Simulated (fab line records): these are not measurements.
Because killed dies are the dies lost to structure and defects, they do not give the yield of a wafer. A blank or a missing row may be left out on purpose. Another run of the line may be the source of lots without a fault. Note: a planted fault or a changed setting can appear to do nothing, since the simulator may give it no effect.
fab line records | flow n5-finfet | part 1 of 2: steps 1 to 14 of 21
record: lots: 5 wafers: 15 last-day: 18
route steps=1938 shown FIN_SAQP@126
lots that met no fault: taken from a fault-free run of the same line
start-h: start of the lot's first displayed wafer, in hours after the record's first day | wait-h: hours elapsed since this lot's preceding step | " the same as in the row above | L1.1+2: a single row standing in for several wafers | - either no value or no given start | * or withheld: withheld | < > ~ a bound
route shown NAME@n: names a module that has steps shown in the file, with the first one's number in the route | usual: the fault-free wafers' mean and standard deviation | same: alike in all rows | chamber/n: place in a boat | sites: the reading at each site | _std_site: the standard deviation of these | _edge_site: inner sites' mean taken away from outer sites' mean | radius-mm: how far each site lies from the wafer's centre | mask NAME#n: copy n | behind: tool/chamber where the wafer was last shaped | hold: cause of the lot's hold/its duration in hours/its outcome | device: the transistor (n, p or np) that didn't switch | end of line: the tests these same wafers got at the end of their route | where a step has no rows: the recipe by itself | killed: the dies lost at the first sort to structure and to defects; this is not the yield of the wafer | map: a wafer's dies, marking killed ones x, the rest . and places with no die _
set.NAME: setting as actually run; set.NAME@STEP: the setting as run at that earlier step | model.NAME: the simulator's own value behind a step, which no gauge read
lots seen at some steps along the route; tables by step, rows by wafer
services: the hour from which a tool's chamber was out of use, counted from the record's first day as start-h (under 0 if before that day), plus the number of hours and why
== steps ==
step: N5_FIN_SAQP_SPACER1_ETCHBACK_25
recipe: chemistry: CHF3/O2 mode: anisotropic-etchback target: SiO2 target-depth-a: 244 time-s: 12.2 pressure-mtorr: 30 source-w: 650 bias-w: 170 Ar_flow_sccm: 200 CHF3_flow_sccm: 50 O2_flow_sccm: 5 ion-energy-ev: 200
usual: drypump-motor-current-A: 5.9/0.49 oes-product-au: 0.78/0.07 rf-vpp-V: 520/10 showerhead-plenum-p-Torr: 2.42/0.075 throttle-valve-pct: 18.82/0.2
columns lot.wafer tool chamber start-h wait-h drypump-motor-current-A oes-product-au rf-hours-counter-h rf-vpp-V showerhead-plenum-p-Torr throttle-valve-pct
L083.2 rie-diel-04 0 79.90 0.4 5.9 0.96 4 523 2.53 18.80
L083.3 " 3 " " 5.8 0.72 214 508 2.30 18.68
L083.4 " 1 " " 5.9 0.70 216 525 2.48 19.02
L084.1 rie-diel-02 1 83.90 0.4 6.3 0.87 40 500 2.47 18.94
L084.2 " 2 " " 5.8 0.73 204 523 2.42 19.03
L084.5 " 1 " " 6.3 0.86 - 501 2.47 18.94
L088.2 rie-diel-06 0 107.99 0.4 6.4 0.78 100 526 2.43 18.63
L088.3 " 2 " " 4.9 0.74 181 510 2.40 18.89
L088.6 " 2 " " 4.9 0.76 - 507 2.41 18.88
L091.1 rie-diel-06 0 126.55 0.4 6.4 0.77 107 526 2.43 18.64
L091.4 " 0 " " 6.4 0.77 - 526 2.43 18.66
L091.6 " 1 " " 5.7 0.83 - 522 2.35 18.65
L095.1 rie-diel-06 1 150.10 0.4 5.7 0.81 73 521 2.35 18.69
L095.3 " 0 " " 6.4 0.76 118 524 2.43 18.67
L095.4 " 2 " " 4.9 0.73 - 509 2.40 18.92
step: N5_FIN_SAQP_MANDREL1_REMOVE_56
recipe: chemistry: HBr/Cl2/O2 bt-time-s: 10 target: a-Si stop-on: SiNx endpoint: OES-SiCl over-etch-frac: 1 icp-w: 600 bias-w: 22 HBr_flow_sccm: 150 Cl2_flow_sccm: 80 O2_flow_sccm: 5 pressure-mtorr: 10
usual: drypump-motor-current-A: 5.7/0.45 oes-product-au: 0.991/0.022 throttle-valve-pct: 36.8/0.32
same: bt-time-s: 10
columns lot.wafer tool chamber start-h wait-h drypump-motor-current-A oes-product-au rf-hours-counter-h throttle-valve-pct
L083.2 rie-si-02 3 79.99 0.1 6.5 1.016 2 36.6
L083.3 " 2 " " 5.7 0.997 178 36.3
L083.4 " 1 " " 6.4 1.028 84 36.2
L084.1 rie-si-02 0 83.99 0.1 5.9 1.000 33 36.9
L084.2 " 1 " " 6.3 1.022 84 36.3
L084.5 " 0 " " 5.9 0.991 - 36.9
L088.2 rie-si-03 3 108.08 0.1 5.3 0.972 133 36.6
L088.3 " 0 " " 5.9 0.953 120 37.1
L088.6 " 0 " " 5.9 0.954 - 37.1
L091.1 rie-si-03 3 126.63 0.1 5.3 0.967 133 36.6
L091.4 " 1 " " 5.0 0.991 104 37.2
L091.6 " 0 " " 5.9 0.957 - 37.1
L095.1 rie-si-03 0 150.19 0.1 5.9 0.960 121 37.1
L095.3 " 3 " " 5.3 0.969 134 36.6
L095.4 " 2 " " 5.6 0.964 119 36.5
step: N5_FIN_SAQP_CD_MEAS_27
recipe: target-cd-nm: 20 landing-energy-ev: 1000 detector: se-inlens polarity: line
usual: cd-nm: 20.37/0.28
columns lot.wafer tool chamber start-h wait-h cd-nm
L083.2 cd-sem-01 0 80.10 0.1 20.36
L083.3 " 0 " " 20.32
L083.4 " 0 " " 19.95
L084.1 cd-sem-01 0 84.10 0.1 20.39
L084.2 " 0 " " 20.03
L084.5 " 0 " " 20.78
L088.2 cd-sem-02 0 108.20 0.1 20.24
L088.3 " 0 " " 20.41
L088.6 " 0 " " 20.27
L091.1 cd-sem-02 0 126.74 0.1 20.48
L091.4 " 0 " " 20.91
L091.6 " 0 " " 20.56
L095.1 cd-sem-03 0 150.30 0.1 20.34
L095.3 " 0 " " 20.18
L095.4 " 0 " " 20.96
step: N5_FIN_SAQP_ETCH_57
recipe: chemistry: CH3F/O2 target: SiNx mask-material: SiO2 target-depth-a: 325 time-s: 46.4 pressure-mtorr: 30 source-w: 395 bias-w: 73 Ar_flow_sccm: 150 CH3F_flow_sccm: 30 O2_flow_sccm: 20 ion-energy-ev: 120 ends: cleared
usual: CH3F_flow_sccm: 30.00/0.092 drypump-motor-current-A: 5.9/0.47 etch-rf-on-time-s: 47.0/1.2 oes-product-au: 0.67/0.065 rf-vpp-V: 295/5.5 showerhead-plenum-p-Torr: 2.00/0.07 throttle-valve-pct: 16.26/0.21
columns lot.wafer tool chamber start-h wait-h CH3F_flow_sccm drypump-motor-current-A etch-rf-on-time-s oes-product-au rf-hours-counter-h rf-vpp-V showerhead-plenum-p-Torr throttle-valve-pct
L083.2 rie-diel-02 0 80.15 0.0 29.97 5.8 47.0 0.63 145 294 1.90 16.07
L083.3 " 1 " " 29.99 6.3 48.1 0.73 39 284 2.05 16.32
L083.4 " 2 " " 30.09 5.8 46.3 0.61 204 296 2.00 16.47
L084.1 rie-diel-04 2 84.15 0.0 30.02 6.0 45.6 0.75 39 292 2.11 16.11
L084.2 " 0 " " 30.10 5.9 47.2 0.81 5 296 2.10 16.20
L084.5 " 3 " " 30.05 5.8 45.3 0.60 - 289 1.90 16.12
L088.2 rie-diel-06 2 108.24 0.0 29.97 4.9 46.6 0.64 181 289 1.99 16.30
L088.3 " 1 " " 29.99 5.8 46.6 0.72 56 296 1.95 16.10
L088.6 " 0 " " 30.03 6.4 48.7 0.66 - 298 2.02 16.11
L091.1 rie-diel-04 3 126.94 0.2 30.02 5.8 44.0 0.59 227 287 1.90 16.16
L091.4 " 0 " " 29.99 5.9 46.5 0.78 18 297 2.10 16.21
L091.6 " 1 " " 30.06 5.8 49.1 0.59 - 298 2.06 16.55
L095.1 rie-diel-06 2 150.68 0.4 29.93 4.9 45.5 0.63 198 288 1.99 16.36
L095.3 " 0 " " 29.96 6.4 46.0 0.66 118 297 2.02 16.13
L095.4 " 1 " " 29.92 5.8 48.6 0.70 - 295 1.95 16.12
step: N5_FIN_SAQP_ETCH_65
recipe: chemistry: CF4 target: SiO2 target-depth-a: 40 ion-energy-ev: 350 time-s: 4.4 pressure-mtorr: 10 icp-w: 800 bias-w: 400 cf4-flow-sccm: 80
usual: drypump-motor-current-A: 5.8/0.48 oes-product-au: 0.986/0.023 throttle-valve-pct: 21.83/0.3
columns lot.wafer tool chamber start-h wait-h drypump-motor-current-A oes-product-au rf-hours-counter-h throttle-valve-pct
L083.2 rie-si-03 3 80.25 0.1 5.3 0.986 132 21.72
L083.3 " 1 " " 5.0 0.945 103 22.16
L083.4 " 2 " " 5.5 0.967 118 21.67
L084.1 rie-si-01 0 84.26 0.1 6.6 0.991 76 21.56
L084.2 " 1 " " 5.5 0.994 176 22.46
L084.5 " 3 " " 5.5 0.987 - 22.12
L088.2 rie-si-01 1 108.35 0.1 5.4 0.985 176 22.45
L088.3 " 3 " " 5.5 0.983 198 22.10
L088.6 " 0 " " 6.6 0.981 - 21.56
L091.1 rie-si-03 3 127.05 0.1 5.3 0.973 133 21.71
L091.4 " 2 " " 5.5 0.975 119 21.66
L091.6 " 1 " " 5.0 0.947 - 22.19
L095.1 rie-si-02 3 150.78 0.1 6.5 1.028 4 21.65
L095.3 " 2 " " 5.6 0.992 179 21.36
L095.4 " 1 " " 6.3 0.978 85 21.71
step: N5_FIN_SAQP_MANDREL_ETCH_58
recipe: chemistry: HBr/Cl2 target: a-Si target-depth-a: 450 bt-time-s: 10 stop-on: SiNx mask-material: SiO2 over-etch-frac: 0.8 time-s: 27 pressure-mtorr: 10 icp-w: 800 bias-w: 75 HBr_flow_sccm: 150 Cl2_flow_sccm: 80 ends: end-point
usual: drypump-motor-current-A: 5.8/0.49 oes-product-au: 0.695/0.011 throttle-valve-pct: 35.65/0.3
same: bt-time-s: 10
columns lot.wafer tool chamber start-h wait-h drypump-motor-current-A oes-product-au rf-hours-counter-h throttle-valve-pct
L083.2 rie-si-03 3 80.29 0.0 5.3 0.669 132 35.48
L083.3 " 1 " " 5.0 0.685 103 36.05
L083.4 " 2 " " 5.6 0.678 118 35.36
L084.1 rie-si-01 0 84.29 0.0 6.6 0.693 76 35.71
L084.2 " 1 " " 5.4 0.684 176 36.12
L084.5 " 3 " " 5.5 0.684 - 35.82
L088.2 rie-si-01 1 108.38 0.0 5.4 0.691 176 36.10
L088.3 " 3 " " 5.5 0.685 198 35.79
L088.6 " 0 " " 6.6 0.717 - 35.66
L091.1 rie-si-03 3 127.08 0.0 5.3 0.686 133 35.47
L091.4 " 2 " " 5.5 0.679 119 35.35
L091.6 " 1 " " 5.0 0.703 - 36.03
L095.1 rie-si-02 3 150.82 0.0 6.5 0.694 4 35.52
L095.3 " 2 " " 5.6 0.689 179 35.21
L095.4 " 1 " " 6.3 0.713 85 35.12
step: N5_FIN_SAQP_RECESS_63
recipe: chemistry: HF/NH3 target: SiO2 target-depth-a: 180 afs-cycles: 3 temp-c: 30 sublimation-temp-c: 180 sublimation-time-s: 60
usual: drypump-motor-current-A: 6.14/0.18
same: sublimation-time-s: 60
columns lot.wafer tool chamber start-h wait-h drypump-motor-current-A
L083.2 vapor-etch-01 1 80.37 0.1 6.17
L083.3 " 0 " " 5.94
L083.4 " 1 " " 6.16
L084.1 vapor-etch-01 0 84.37 0.1 5.89
L084.2 " 1 " " 6.09
L084.5 " 0 " " 5.89
L088.2 vapor-etch-02 0 108.46 0.1 6.12
L088.3 " 1 " " 6.43
L088.6 " 0 " " 6.13
L091.1 vapor-etch-02 0 127.16 0.1 6.13
L091.4 " 0 " " 6.12
L091.6 " 0 " " 6.11
L095.1 vapor-etch-01 1 150.90 0.1 6.17
L095.3 " 1 " " 6.20
L095.4 " 0 " " 5.91
step: N5_FIN_SAQP_COAT_68
recipe: resist: SOC temp-c: 250 time-s: 60 spin-rpm: 1500 resist-thk-nm: 100
usual: spin-speed-rpm: 1500.3/1
columns lot.wafer tool chamber start-h wait-h spin-speed-rpm
L083.2 litho-track-04 0 80.76 0.3 1498.8
L083.3 " 0 " " 1500.2
L083.4 " 0 " " 1499.8
L084.1 litho-track-01 0 84.75 0.3 1501.3
L084.2 " 0 " " 1500.2
L084.5 " 0 " " 1500.3
L088.2 litho-track-05 0 108.85 0.3 1502.0
L088.3 " 0 " " 1500.5
L088.6 " 0 " " 1499.3
L091.1 litho-track-05 0 127.54 0.3 1500.2
L091.4 " 0 " " 1499.4
L091.6 " 0 " " 1501.7
L095.1 litho-track-01 0 151.28 0.3 1500.6
L095.3 " 0 " " 1500.1
L095.4 " 0 " " 1501.6
step: N5_FIN_SAQP_ETCH_69
recipe: chemistry: N2/H2 target: SOC target-depth-a: 1500 stop-on: SiNx ion-energy-ev: 100 bias-w: 61 pressure-mtorr: 30 source-w: 850 n2-flow-sccm: 200 h2-flow-sccm: 200
usual: drypump-motor-current-A: 5.9/0.41 oes-product-au: 0.77/0.083 rf-vpp-V: 241.1/1.6 showerhead-plenum-p-Torr: 2.57/0.1 throttle-valve-pct: 17.78/0.21
columns lot.wafer tool chamber start-h wait-h drypump-motor-current-A oes-product-au rf-hours-counter-h rf-vpp-V showerhead-plenum-p-Torr throttle-valve-pct
L083.2 rie-diel-04 0 80.94 - 5.9 0.94 4 243.2 2.73 18.06
L083.3 " 1 " " 5.9 0.69 217 241.5 2.62 17.86
L083.4 " 3 " " 5.8 0.71 214 238.8 2.42 17.53
L084.1 rie-diel-04 1 84.82 - 5.9 0.69 218 241.7 2.62 17.86
L084.2 " 2 " " 5.9 0.87 39 243.5 2.69 17.71
L084.5 " 0 " " 5.9 0.93 - 243.3 2.73 18.04
L088.2 rie-diel-02 0 109.18 - 5.8 0.73 154 239.6 2.42 17.55
L088.3 " 1 " " 6.3 0.85 48 242.8 2.58 17.62
L088.6 " 3 " " 6.8 0.67 - 241.5 2.50 18.17
L091.1 rie-diel-04 2 127.61 - 6.0 0.86 54 242.6 2.68 17.75
L091.4 " 0 " " 5.9 0.90 18 243.2 2.72 18.07
L091.6 " 3 " " 5.8 0.69 - 237.8 2.41 17.55
L095.1 rie-diel-06 1 151.43 - 5.8 0.82 74 239.8 2.47 17.61
L095.3 " 2 " " 4.9 0.73 199 240.0 2.53 18.01
L095.4 " 0 " " 6.4 0.76 - 241.0 2.57 17.76
step: N5_FIN_SAQP_ETCH_67
recipe: chemistry: CH3F/O2 target: SiNx target-depth-a: 300 mask-material: SOC pressure-mtorr: 30 source-w: 395 bias-w: 73 Ar_flow_sccm: 150 CH3F_flow_sccm: 30 O2_flow_sccm: 20 ion-energy-ev: 120
usual: CH3F_flow_sccm: 30.00/0.095 drypump-motor-current-A: 5.9/0.41 oes-product-au: 0.78/0.083 rf-vpp-V: 296/5.6 showerhead-plenum-p-Torr: 2.02/0.074 throttle-valve-pct: 16.30/0.21
columns lot.wafer tool chamber start-h wait-h CH3F_flow_sccm drypump-motor-current-A oes-product-au rf-hours-counter-h rf-vpp-V showerhead-plenum-p-Torr throttle-valve-pct
L083.2 rie-diel-04 0 81.00 0.0 30.07 5.9 0.97 4 298 2.10 16.23
L083.3 " 1 " " 30.10 5.8 0.70 217 299 2.07 16.55
L083.4 " 3 " " 29.84 5.8 0.72 214 288 1.90 16.15
L084.1 rie-diel-04 1 84.88 0.0 29.86 5.8 0.71 218 299 2.07 16.55
L084.2 " 2 " " 30.09 6.0 0.88 39 293 2.11 16.18
L084.5 " 0 " " 30.11 5.9 0.97 - 298 2.10 16.23
L088.2 rie-diel-02 0 109.24 0.0 29.98 5.8 0.73 154 293 1.90 16.11
L088.3 " 1 " " 30.08 6.3 0.85 48 283 2.05 16.34
L088.6 " 3 " " 29.96 6.8 0.69 - 307 1.98 16.82
L091.1 rie-diel-04 2 127.67 0.0 30.09 6.0 0.87 54 292 2.10 16.18
L091.4 " 0 " " 30.04 5.9 0.92 18 296 2.10 16.27
L091.6 " 3 " " 29.98 5.8 0.70 - 289 1.90 16.20
L095.1 rie-diel-06 1 151.49 0.0 29.93 5.7 0.82 74 296 1.95 16.14
L095.3 " 2 " " 30.09 4.9 0.73 199 288 1.99 16.36
L095.4 " 0 " " 29.99 6.4 0.76 - 299 2.02 16.15
step: N5_FIN_SAQP_STRIP_70
recipe: chemistry: N2/H2 power-w: 500 temp-c: 40 pressure-mtorr: 50 rf-frequency-hz: 6e+07 overash-fraction: 0.3 bias-power-w: 28 h2-frac: 0.5 n2-flow-sccm: 300 h2-flow-sccm: 300
usual: drypump-motor-current-A: 5.9/0.42 oes-product-au: 0.79/0.085 rf-vpp-V: 122.1/1.1 showerhead-plenum-p-Torr: 3.39/0.13 throttle-valve-pct: 19.0/0.38
same: overash-fraction: 0.3
columns lot.wafer tool chamber start-h wait-h drypump-motor-current-A oes-product-au rf-hours-counter-h rf-vpp-V showerhead-plenum-p-Torr throttle-valve-pct
L083.2 rie-diel-04 0 81.04 0.0 5.9 0.98 4 120.9 3.59 19.4
L083.3 " 1 " " 5.8 0.72 217 123.1 3.45 18.9
L083.4 " 3 " " 5.8 0.71 214 120.4 3.20 18.4
L084.1 rie-diel-04 1 84.92 0.0 5.9 0.72 218 122.5 3.45 18.9
L084.2 " 2 " " 6.0 0.88 39 123.7 3.55 19.0
L084.5 " 0 " " 5.9 0.96 - 124.1 3.59 19.4
L088.2 rie-diel-02 0 109.28 0.0 5.8 0.73 154 120.1 3.20 18.6
L088.3 " 1 " " 6.4 0.86 48 123.2 3.40 18.5
L088.6 " 3 " " 6.8 0.69 - 122.1 3.31 19.1
L091.1 rie-diel-04 2 127.71 0.0 6.0 0.86 54 123.0 3.54 19.0
L091.4 " 0 " " 5.9 0.93 18 124.4 3.58 19.4
L091.6 " 3 " " 5.8 0.69 - 121.3 3.19 18.4
L095.1 rie-diel-06 1 151.53 0.0 5.8 0.82 74 122.1 3.27 18.9
L095.3 " 2 " " 4.9 0.72 199 121.3 3.35 19.7
L095.4 " 0 " " 6.4 0.76 - 122.2 3.39 19.1
step: N5_FIN_SAQP_RECESS_71
recipe: chemistry: HF/NH3 target: SiO2 target-depth-a: 30 afs-cycles: 1 temp-c: 30 sublimation-temp-c: 180 sublimation-time-s: 60
usual: drypump-motor-current-A: 6.17/0.18
same: sublimation-time-s: 60
columns lot.wafer tool chamber start-h wait-h drypump-motor-current-A
L083.2 vapor-etch-02 0 81.10 0.0 6.13
L083.3 " 0 " " 6.13
L083.4 " 1 " " 6.43
L084.1 vapor-etch-02 0 84.98 0.0 6.11
L084.2 " 1 " " 6.44
L084.5 " 0 " " 6.14
L088.2 vapor-etch-01 1 109.34 0.0 6.17
L088.3 " 1 " " 6.16
L088.6 " 0 " " 5.90
L091.1 vapor-etch-01 1 127.77 0.0 6.15
L091.4 " 0 " " 5.90
L091.6 " 0 " " 5.94
L095.1 vapor-etch-01 1 151.59 0.0 6.16
L095.3 " 0 " " 5.92
L095.4 " 1 " " 6.18
step: N5_FIN_SAQP_SPACER2_ALD_28
recipe: material: SiO2 target-thk-a: 81 temp-c: 300 ald-precursor-family: BDEAS ald-co-reactant: O2-plasma pulse-time-s: 1 purge-time-s: 2 co-reactant-purge-time-s: 2 pressure-torr: 2
usual: heater-power-w: 478/57 precursor-pulse-height-rel: 1.000/0.021
columns lot.wafer tool chamber start-h wait-h heater-power-w precursor-pulse-height-rel since-wet-clean-h
L083.2 ald-sin-02 1 81.24 0.1 451 1.071 178
L083.3 " 2 " " 524 1.005 178
L083.4 " 0 " " 460 1.009 178
L084.1 ald-sin-02 2 85.12 0.1 540 0.958 182
L084.2 " 0 " " 450 1.047 182
L084.5 " 0 " " 461 0.999 -
L088.2 ald-sin-04 1 109.48 0.1 422 1.029 102
L088.3 " 2 " " 480 0.963 102
L088.6 " 3 " " 554 0.977 -
L091.1 ald-sin-03 1 128.08 0.3 506 0.997 316
L091.4 " 0 " " 585 1.024 316
L091.6 " 1 " " 513 0.998 -
L095.1 ald-sin-04 0 151.74 0.1 432 1.000 144
L095.3 " 1 " " 424 1.002 144
L095.4 " 2 " " 480 1.004 -
step: N5_FIN_SAQP_SPACER2_ETCHBACK_29
recipe: chemistry: CHF3/O2 mode: anisotropic-etchback target: SiO2 target-depth-a: 122 time-s: 6.1 pressure-mtorr: 30 source-w: 650 bias-w: 170 Ar_flow_sccm: 200 CHF3_flow_sccm: 50 O2_flow_sccm: 5 ion-energy-ev: 200
usual: drypump-motor-current-A: 5.9/0.44 oes-product-au: 0.77/0.079 rf-vpp-V: 520/10 showerhead-plenum-p-Torr: 2.41/0.085 throttle-valve-pct: 18.86/0.23
columns lot.wafer tool chamber start-h wait-h drypump-motor-current-A oes-product-au rf-hours-counter-h rf-vpp-V showerhead-plenum-p-Torr throttle-valve-pct
L083.2 rie-diel-04 2 81.57 0.2 6.0 0.88 38 517 2.54 18.77
L083.3 " 0 " " 5.9 0.95 4 522 2.53 18.79
L083.4 " 3 " " 5.8 0.71 214 508 2.30 18.68
L084.1 rie-diel-04 1 85.46 0.2 5.8 0.70 218 527 2.48 19.02
L084.2 " 0 " " 5.9 0.95 5 524 2.53 18.78
L084.5 " 2 " " 6.0 0.88 - 516 2.54 18.78
L088.2 rie-diel-04 3 110.04 0.4 5.8 0.71 223 508 2.29 18.68
L088.3 " 1 " " 5.8 0.70 228 528 2.48 19.04
L088.6 " 1 " " 5.8 0.70 - 527 2.48 19.03
L091.1 rie-diel-02 1 128.72 0.5 6.4 0.84 56 502 2.47 18.96
L091.4 " 2 " " 5.8 0.72 221 523 2.41 19.07
L091.6 " 3 " " 6.8 0.68 - 543 2.39 19.37
L095.1 rie-diel-02 3 152.08 0.2 6.8 0.68 226 541 2.38 19.40
L095.3 " 2 " " 5.9 0.71 232 523 2.41 19.08
L095.4 " 2 " " 5.9 0.71 - 522 2.41 19.10
